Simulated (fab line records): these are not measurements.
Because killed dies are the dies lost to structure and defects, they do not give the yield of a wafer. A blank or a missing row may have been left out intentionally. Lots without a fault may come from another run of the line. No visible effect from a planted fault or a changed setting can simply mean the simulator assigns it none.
Chamber matching	flow nand_harc	NHARC_A_CHANNEL_FILL_D1_STRIP_28 on rie_diel-13 has 4 sister chambers
The step strips in O2, time 20 s. 20 wafers are shown with their chamber, then 10 later ones without.

== EACH WAFER AND ITS CHAMBER ==
wafer	chamber	drypump_motor_current_A (A)	oes_product_au (a.u.)	rf_vpp_V (V)
L074.1	0	5.63	1.007	59.0
L074.2	3	5.79	1.011	59.2
L074.6	3	5.80	1.007	57.6
L078.2	1	5.12	0.994	57.3
L078.3	2	5.69	1.015	57.3
L078.4	3	5.80	1.004	58.1
L079.1	3	5.80	0.995	57.8
L079.3	1	5.13	0.981	56.7
L079.4	0	5.64	1.016	57.9
L082.1	1	5.16	0.986	57.3
L082.2	2	5.68	1.006	57.9
L082.3	3	5.79	1.001	58.6
L088.4	3	5.80	0.993	57.2
L088.5	2	5.70	1.011	57.5
L088.6	1	5.16	0.991	57.0
L086.1	1	5.14	1.002	58.7
L086.4	0	5.61	1.004	58.3
L086.5	0	5.62	1.005	58.4
L090.1	2	5.68	1.015	58.2
L090.2	0	5.64	1.005	57.0

SIGNATURES (means of the wafers above)
reading	chamber 0	chamber 1	chamber 2	chamber 3	scatter within a chamber
drypump_motor_current_A	5.6280	5.1420	5.6875	5.7967	0.0122
oes_product_au	1.00740	0.99080	1.01175	1.00183	0.00636
rf_vpp_V	58.120	57.400	57.725	58.083	0.691
Rule: for a wafer and a chamber, the distance is found by dividing, reading by reading, the gap between the wafer's reading and the chamber's mean by the reading's scatter, squaring, summing and taking the root. The wafer belongs to the nearest chamber; if the next one is less than 2 further off, it can't be placed. The scatter: take each reading less its chamber's mean, square it, sum over the shown wafers, divide by the number of wafers less the number of chambers, and take the root.

== WAFERS MISSING THEIR CHAMBER ==
wafer	drypump_motor_current_A (A)	oes_product_au (a.u.)	rf_vpp_V (V)
L090.4	5.77	0.989	57.6
L091.2	5.68	1.004	58.2
L091.3	5.80	0.970	57.1
L091.6	5.70	1.005	57.0
L093.3	5.64	0.998	58.8
L093.5	5.63	1.003	56.8
L093.6	5.18	0.996	58.8
L095.3	5.63	1.004	56.9
L095.5	5.13	0.989	58.2
L095.6	5.63	1.012	59.5

== WHICH CHAMBER EACH WENT THROUGH ==
wafer	from the rows above	in truth
L090.4	3	3
L091.2	2	2
L091.3	3	3
L091.6	2	2
L093.3	0	0
L093.5	0	0
L093.6	1	1
L095.3	0	0
L095.5	1	1
L095.6	0	0
Correct placement for 10 of the 10. Number that these rows cannot place: 0. Number placed wrongly: 0.
